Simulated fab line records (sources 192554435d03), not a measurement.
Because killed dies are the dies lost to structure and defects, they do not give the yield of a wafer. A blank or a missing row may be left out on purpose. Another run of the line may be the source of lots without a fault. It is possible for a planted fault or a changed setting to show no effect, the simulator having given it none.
Which tool did it?	flow n5_finfet	Sampling: 24 lots, 72 wafers, 6 of 1938 route steps

## WHAT THE GAUGES READ, wafer by wafer
N5_BEOL_M0_SAQP_CD_MEAS_14 targets a cd of 42.5 nm. Usual: cd_nm reads 42.4 nm (standard deviation 0.37).
lot	measured	on	cd_nm (nm)	flag
L074	day 5 15:40	cd_sem-03	43.1 42.6 43.1	
L075	day 5 21:25	cd_sem-02	41.9 42.4 42.5	
L076	day 5 21:34	cd_sem-03	42.0 42.7 42.2	
L077	day 6 05:33	cd_sem-03	41.9 41.8 41.9	
L078	day 6 13:15	cd_sem-03	42.7 42.1 42.5	
L079	day 6 16:59	cd_sem-01	42.8 42.6 42.1	
L080	day 6 21:14	cd_sem-01	42.4 42.3 42.3	
L081	day 7 04:50	cd_sem-02	42.5 42.4 41.7	
L083	day 7 17:20	cd_sem-02	42.6 42.5 42.8	
L082	day 7 21:15	cd_sem-01	42.3 42.2 42.3	
L084	day 8 00:40	cd_sem-01	43.0 42.8 42.8	
L085	day 8 03:56	cd_sem-03	43.1 42.7 42.6	
L086	day 8 13:05	cd_sem-02	42.5 42.6 42.5	
L087	day 8 21:10	cd_sem-01	42.1 42.5 42.5	
L089	day 9 08:45	cd_sem-03	41.8 42.2 42.0	
L088	day 9 12:52	cd_sem-03	42.7 42.1 43.3	
L090	day 9 13:40	cd_sem-01	42.7 42.6 42.4	
L091	day 9 22:41	cd_sem-01	43.1 42.6 42.5	
L092	day 10 04:39	cd_sem-02	42.2 41.9 42.4	
L093	day 10 07:29	cd_sem-03	42.3 42.5 42.4	
L094	day 10 12:42	cd_sem-03	42.3 42.8 42.9	
L095	day 10 22:20	cd_sem-01	42.5 42.3 42.6	
L096	day 10 23:41	cd_sem-02	42.6 42.3 42.2	
L097	day 11 04:44	cd_sem-02	42.3 41.8 42.2	

N5_BEOL_M0_CUTY_CD_MEAS_57 targets a cd of 200 nm. Usual: cd_nm reads 200.1 nm (standard deviation 1.1).
lot	measured	on	cd_nm (nm)	flag
L074	day 5 20:52	cd_sem-03	200.6 200.8 201.3	
L075	day 6 03:50	cd_sem-02	199.4 200.2 198.8	
L076	day 6 04:28	cd_sem-01	199.2 199.7 199.0	
L077	day 6 11:50	cd_sem-03	200.4 201.0 201.5	
L078	day 6 18:58	cd_sem-01	200.1 199.4 200.8	
L079	day 6 22:28	cd_sem-03	198.8 199.2 199.9	
L080	day 7 03:12	cd_sem-01	199.1 199.7 198.5	
L081	day 7 10:30	cd_sem-01	200.4 200.7 201.0	
L083	day 7 22:53	cd_sem-03	198.7 200.4 199.8	
L082	day 8 02:49	cd_sem-03	201.0 201.3 201.6	
L084	day 8 07:08	cd_sem-02	201.2 201.1 200.3	
L085	day 8 10:46	cd_sem-02	199.2 199.5 199.5	
L086	day 8 18:27	cd_sem-01	199.8 200.9 199.9	
L087	day 9 02:49	cd_sem-02	201.3 201.7 201.6	
L089	day 9 15:14	cd_sem-01	197.9 197.5 198.7	
L088	day 9 20:16	cd_sem-02	200.8 201.1 202.5	
L090	day 9 22:01	cd_sem-01	201.2 201.7 201.3	
L091	day 10 05:31	cd_sem-02	200.3 199.1 198.6	
L092	day 10 10:29	cd_sem-02	200.5 200.1 200.2	
L093	day 10 14:40	cd_sem-03	200.7 200.7 201.2	
L094	day 10 20:14	cd_sem-01	201.8 200.9 201.1	
L095	day 11 04:36	cd_sem-03	197.0 197.8 198.1	
L096	day 11 05:26	cd_sem-02	199.9 199.0 199.2	
L097	day 11 11:05	cd_sem-03	200.2 200.5 199.5	

## TOOL THAT RAN EACH LOT (tool first, then ch and the chambers of the sampled wafers, then the start)
lot	N5_BEOL_M0_SAQP_HM_DEP_02	N5_BEOL_M0_SAQP_DESCUM_19	N5_BEOL_M0_SAQP_STRIP_86	N5_BEOL_M0_SAQP_SPACER2_ETCHBACK_27
L074	pvd_sputter-02, day 5 14:51	rie_diel-04 ch 1,2, day 5 15:46	rie_diel-01 ch 0,2, day 5 16:08	rie_diel-04 ch 0,2,3, day 5 18:56
L075	pvd_sputter-01, day 5 20:43	rie_diel-03 ch 2,3, day 5 21:37	rie_diel-04 ch 1,3, day 5 22:07	rie_diel-04 ch 0,1, day 6 01:22
L076	pvd_sputter-03, day 5 20:44	rie_diel-03 ch 0,2, day 5 21:52	rie_diel-04 ch 1,3, day 5 22:15	rie_diel-01 ch 0,3, day 6 01:52
L077	pvd_sputter-01, day 6 04:38	rie_diel-01 ch 0,2,3, day 6 05:38	rie_diel-01 ch 2,3, day 6 06:01	rie_diel-01 ch 0,3, day 6 08:58
L078	pvd_sputter-03, day 6 12:26	rie_diel-03 ch 0,2,3, day 6 13:20	rie_diel-04 ch 0,1, day 6 13:47	rie_diel-04 ch 0,1,3, day 6 16:37
L079	pvd_sputter-03, day 6 16:17	rie_diel-01 ch 0,2, day 6 17:16	rie_diel-01 ch 0,3, day 6 17:39	rie_diel-04 ch 0,2,3, day 6 20:23
L080	pvd_sputter-03, day 6 20:25	rie_diel-03 ch 1,2,3, day 6 21:25	rie_diel-04 ch 1,2, day 6 21:47	rie_diel-03 ch 1,2, day 7 01:08
L081	pvd_sputter-02, day 7 04:01	rie_diel-01 ch 0,2,3, day 7 05:11	rie_diel-04 ch 0,1,2, day 7 05:40	rie_diel-03 ch 0,2,3, day 7 08:34
L083	pvd_sputter-01, day 7 16:31	rie_diel-04 ch 0,1,2, day 7 17:25	rie_diel-04 ch 1,2, day 7 17:47	rie_diel-03 ch 0,1,3, day 7 20:47
L082	pvd_sputter-01, day 7 20:34	rie_diel-01 ch 2,3, day 7 21:20	rie_diel-01 ch 0,3, day 7 21:49	rie_diel-03 ch 1,2, day 8 00:44
L084	pvd_sputter-02, day 7 23:58	rie_diel-01 ch 0,1, day 8 00:45	rie_diel-04 ch 1,2, day 8 01:08	rie_diel-01 ch 0,2,3, day 8 03:58
L085	pvd_sputter-02, day 8 03:07	rie_diel-04 ch 1,2, day 8 04:01	rie_diel-04 ch 1,2,3, day 8 04:23	rie_diel-01 ch 0,3, day 8 08:43
L086	pvd_sputter-02, day 8 12:23	rie_diel-03 ch 0,3, day 8 13:10	rie_diel-01 ch 0,2,3, day 8 13:32	rie_diel-01 ch 1,3, day 8 16:17
L087	pvd_sputter-03, day 8 20:20	rie_diel-03 ch 0,2,3, day 8 21:34	rie_diel-01 ch 0,2,3, day 8 22:07	rie_diel-03 ch 0,1,2, day 9 00:53
L089	pvd_sputter-03, day 9 07:56	rie_diel-04 ch 2,3, day 9 08:52	rie_diel-04 ch 0,2,3, day 9 09:14	rie_diel-04 ch 0,1,3, day 9 12:18
L088	pvd_sputter-01, day 9 12:10	rie_diel-04 ch 2,3, day 9 13:42	rie_diel-04 ch 0,1, day 9 14:13	rie_diel-01 ch 0,1,2, day 9 18:02
L090	pvd_sputter-03, day 9 12:50	rie_diel-04 ch 0,2, day 9 14:51	rie_diel-04 ch 1,3, day 9 15:13	rie_diel-01 ch 0,1, day 9 20:05
L091	pvd_sputter-03, day 9 21:53	rie_diel-03 ch 0,2,3, day 9 23:01	rie_diel-01 ch 0,2,3, day 9 23:35	rie_diel-01 ch 0,2,3, day 10 03:18
L092	pvd_sputter-02, day 10 03:50	rie_diel-03 ch 0,3, day 10 04:44	rie_diel-01 ch 0,1,2, day 10 05:07	rie_diel-03 ch 2,3, day 10 08:10
L093	pvd_sputter-02, day 10 06:43	rie_diel-01 ch 1,2,3, day 10 07:59	rie_diel-03 ch 1,2, day 10 08:22	rie_diel-04 ch 0,1,3, day 10 12:44
L094	pvd_sputter-02, day 10 11:53	rie_diel-01 ch 0,2, day 10 12:50	rie_diel-03 ch 1,2,3, day 10 13:13	rie_diel-04 ch 0,1, day 10 18:10
L095	pvd_sputter-03, day 10 21:32	rie_diel-01 ch 0,1,3, day 10 22:41	rie_diel-01 ch 0,1,2, day 10 23:04	rie_diel-04 ch 0,1,2, day 11 02:11
L096	pvd_sputter-02, day 10 22:59	rie_diel-01 ch 0,2, day 10 23:46	rie_diel-04 ch 1,2,3, day 11 00:08	rie_diel-04 ch 0,1,3, day 11 03:13
L097	pvd_sputter-02, day 11 03:55	rie_diel-03 ch 2,3, day 11 05:10	rie_diel-01 ch 1,2, day 11 05:42	rie_diel-01 ch 0,1, day 11 09:09
- N5_BEOL_M0_SAQP_HM_DEP_02: deposits TiN, target thk 12 nm.
- N5_BEOL_M0_SAQP_DESCUM_19: chemistry O2, time 7.9 s.
- N5_BEOL_M0_SAQP_STRIP_86: strips in N2/H2.
- N5_BEOL_M0_SAQP_SPACER2_ETCHBACK_27: etches SiO2 in CHF3/O2, target depth 22.5 nm, time 11.25 s.

## AS READ BY THE TOOLS THEMSELVES (means over the sampled wafers that have a number; for cases with no such wafer, the mark the record gives instead)
N5_BEOL_M0_SAQP_HM_DEP_02. Usual: throttle_valve_pct reads 30.2 % (standard deviation 1.1).
lot	tool	throttle_valve_pct (%)	flag
L074	pvd_sputter-02	30.1	
L075	pvd_sputter-01	30.5	
L076	pvd_sputter-03	30.3	
L077	pvd_sputter-01	30.0	
L078	pvd_sputter-03	29.6	
L079	pvd_sputter-03	30.6	
L080	pvd_sputter-03	30.1	
L081	pvd_sputter-02	30.6	
L083	pvd_sputter-01	30.4	
L082	pvd_sputter-01	30.2	
L084	pvd_sputter-02	30.5	
L085	pvd_sputter-02	30.0	
L086	pvd_sputter-02	29.9	
L087	pvd_sputter-03	30.2	
L089	pvd_sputter-03	30.6	
L088	pvd_sputter-01	31.1	
L090	pvd_sputter-03	29.8	
L091	pvd_sputter-03	29.8	
L092	pvd_sputter-02	30.6	
L093	pvd_sputter-02	30.7	
L094	pvd_sputter-02	31.0	
L095	pvd_sputter-03	29.6	
L096	pvd_sputter-02	29.9	
L097	pvd_sputter-02	29.5	

N5_BEOL_M0_SAQP_DESCUM_19. Usual: drypump_motor_current_A 5.9 A, standard deviation 0.69; oes_product_au 0.79 a.u., standard deviation 0.064; rf_vpp_V 243.0 V, standard deviation 1.2; showerhead_plenum_p_Torr 2.08 Torr, standard deviation 0.054; throttle_valve_pct 20.29 %, standard deviation 0.19.
lot	tool	drypump_motor_current_A (A)	oes_product_au (a.u.)	rf_vpp_V (V)	showerhead_plenum_p_Torr (Torr)	throttle_valve_pct (%)	flag
L074	rie_diel-04	5.9	0.72	242.7	2.12	20.52	
L075	rie_diel-03	6.6	0.76	242.7	2.03	20.45	
L076	rie_diel-03	6.5	0.81	243.5	2.08	20.30	
L077	rie_diel-01	5.7	0.82	243.8	2.08	20.28	
L078	rie_diel-03	6.5	0.78	242.5	2.06	20.33	
L079	rie_diel-01	5.5	0.78	243.7	2.11	20.34	
L080	rie_diel-03	6.1	0.79	243.2	2.07	20.23	
L081	rie_diel-01	5.7	0.80	243.4	2.08	20.29	
L083	rie_diel-04	5.5	0.80	244.0	2.14	20.28	
L082	rie_diel-01	6.0	0.83	242.1	2.06	20.24	
L084	rie_diel-01	5.1	0.74	241.5	2.03	20.45	
L085	rie_diel-04	5.9	0.86	242.6	2.11	20.25	
L086	rie_diel-03	6.4	0.78	244.0	2.09	20.23	
L087	rie_diel-03	6.5	0.76	243.6	2.05	20.36	
L089	rie_diel-04	6.6	0.87	242.9	2.06	20.26	
L088	rie_diel-04	6.6	0.84	242.8	2.05	20.31	
L090	rie_diel-04	6.1	0.82	243.0	2.10	20.28	
L091	rie_diel-03	6.5	0.76	243.1	2.05	20.36	
L092	rie_diel-03	6.4	0.78	243.2	2.08	20.23	
L093	rie_diel-01	5.5	0.75	241.8	2.03	20.29	
L094	rie_diel-01	5.3	0.74	243.1	2.08	20.21	
L095	rie_diel-01	5.6	0.77	242.4	2.04	20.45	
L096	rie_diel-01	5.5	0.76	244.2	2.10	20.38	
L097	rie_diel-03	6.6	0.74	242.8	2.02	20.50	

N5_BEOL_M0_SAQP_STRIP_86. Usual: drypump_motor_current_A 5.7 A, standard deviation 0.75; n2_flow_sccm 300.1 sccm, standard deviation 0.91; oes_product_au 0.79 a.u., standard deviation 0.073; rf_vpp_V 121.6 V, standard deviation 1.4; showerhead_plenum_p_Torr 3.35 Torr, standard deviation 0.11; throttle_valve_pct 18.8 %, standard deviation 0.33.
lot	tool	drypump_motor_current_A (A)	n2_flow_sccm (sccm)	oes_product_au (a.u.)	rf_vpp_V (V)	showerhead_plenum_p_Torr (Torr)	throttle_valve_pct (%)	flag
L074	rie_diel-01	5.5	299.9	0.80	122.2	3.38	18.6	
L075	rie_diel-04	6.1	299.3	0.84	121.6	3.36	19.0	
L076	rie_diel-04	6.1	299.5	0.84	120.4	3.36	19.0	
L077	rie_diel-01	5.6	300.8	0.79	120.8	3.34	18.7	
L078	rie_diel-04	5.2	300.6	0.73	121.7	3.50	18.8	
L079	rie_diel-01	5.9	300.2	0.84	121.0	3.35	18.6	
L080	rie_diel-04	5.9	301.5	0.90	121.6	3.37	18.4	
L081	rie_diel-04	5.5	299.7	0.81	122.5	3.43	18.6	
L083	rie_diel-04	5.9	300.2	0.87	121.7	3.36	18.5	
L082	rie_diel-01	6.2	299.3	0.85	120.7	3.32	18.8	
L084	rie_diel-04	5.9	300.5	0.86	121.1	3.36	18.5	
L085	rie_diel-04	6.0	300.5	0.84	120.9	3.35	18.7	
L086	rie_diel-01	5.8	300.6	0.80	121.8	3.34	18.7	
L087	rie_diel-01	5.8	300.3	0.79	121.5	3.34	18.7	
L089	rie_diel-04	6.2	300.3	0.82	120.8	3.34	18.7	
L088	rie_diel-04	4.9	300.0	0.72	123.3	3.49	18.9	
L090	rie_diel-04	5.4	300.9	0.76	122.5	3.42	19.0	
L091	rie_diel-01	5.7	299.8	0.79	122.6	3.34	18.7	
L092	rie_diel-01	5.3	299.3	0.73	120.7	3.30	18.9	
L093	rie_diel-03	5.7	300.0	0.79	121.9	3.33	18.5	
L094	rie_diel-03	6.2	300.3	0.76	121.3	3.31	18.9	
L095	rie_diel-01	5.2	300.9	0.74	122.1	3.30	18.9	
L096	rie_diel-04	6.0	300.2	0.80	121.6	3.34	18.8	
L097	rie_diel-01	5.0	299.7	0.70	121.2	3.23	19.1	

N5_BEOL_M0_SAQP_SPACER2_ETCHBACK_27. Usual: bias_w 169.9 W, standard deviation 0.47; drypump_motor_current_A 5.8 A, standard deviation 0.72; oes_product_au 0.77 a.u., standard deviation 0.062; rf_vpp_V 525 V, standard deviation 12; showerhead_plenum_p_Torr 2.40 Torr, standard deviation 0.065; throttle_valve_pct 18.78 %, standard deviation 0.16.
lot	tool	bias_w (W)	drypump_motor_current_A (A)	oes_product_au (a.u.)	rf_vpp_V (V)	showerhead_plenum_p_Torr (Torr)	throttle_valve_pct (%)	flag
L074	rie_diel-04	169.9	6.2	0.76	538	2.40	18.78	
L075	rie_diel-04	169.8	5.2	0.74	536	2.49	18.71	
L076	rie_diel-01	170.2	6.1	0.87	517	2.39	18.86	
L077	rie_diel-01	169.6	6.1	0.87	517	2.39	18.86	
L078	rie_diel-04	169.7	5.6	0.78	536	2.45	18.71	
L079	rie_diel-04	169.8	6.2	0.85	538	2.40	18.65	
L080	rie_diel-03	169.3	6.2	0.79	505	2.36	18.76	
L081	rie_diel-03	169.8	6.5	0.76	509	2.36	18.80	
L083	rie_diel-03	170.5	6.0	0.79	515	2.41	18.61	
L082	rie_diel-03	169.6	6.2	0.79	505	2.35	18.77	
L084	rie_diel-01	169.4	5.7	0.79	522	2.41	18.83	
L085	rie_diel-01	169.7	5.9	0.82	520	2.41	18.95	
L086	rie_diel-01	170.7	5.9	0.81	517	2.35	18.87	
L087	rie_diel-03	170.2	6.1	0.80	512	2.39	18.67	
L089	rie_diel-04	170.4	5.6	0.76	536	2.44	18.74	
L088	rie_diel-01	169.7	5.2	0.74	528	2.38	18.88	
L090	rie_diel-01	170.7	5.4	0.76	527	2.38	18.99	
L091	rie_diel-01	169.9	5.7	0.78	523	2.40	18.85	
L092	rie_diel-03	170.3	6.5	0.74	503	2.32	18.94	
L093	rie_diel-04	169.6	5.6	0.75	536	2.44	18.75	
L094	rie_diel-04	170.2	4.9	0.73	534	2.49	18.75	
L095	rie_diel-04	169.5	5.5	0.76	536	2.44	18.70	
L096	rie_diel-04	170.2	5.6	0.75	537	2.43	18.77	
L097	rie_diel-01	169.5	5.3	0.76	526	2.38	19.01	

## THE ANSWER, worked out from the rows above alone
Rule: a lot counts as off when the mean over its wafers that have a number is more than 3 standard deviations away from the usual mean. A lot without any number at a reading at which 4 lots or more have one is off too. Where the step has rows for the other lots, those lots are counted as sound. First the gauges in route order, then the tools' own readings, where a lot's mean is used as printed above. At the first step where some lot is off, the reading lying furthest off is the one used; lots without a number count as furthest.
No lot is off at any reading shown: from this, nothing can be told.

## WHAT THE SIMULATOR HAD PUT IN
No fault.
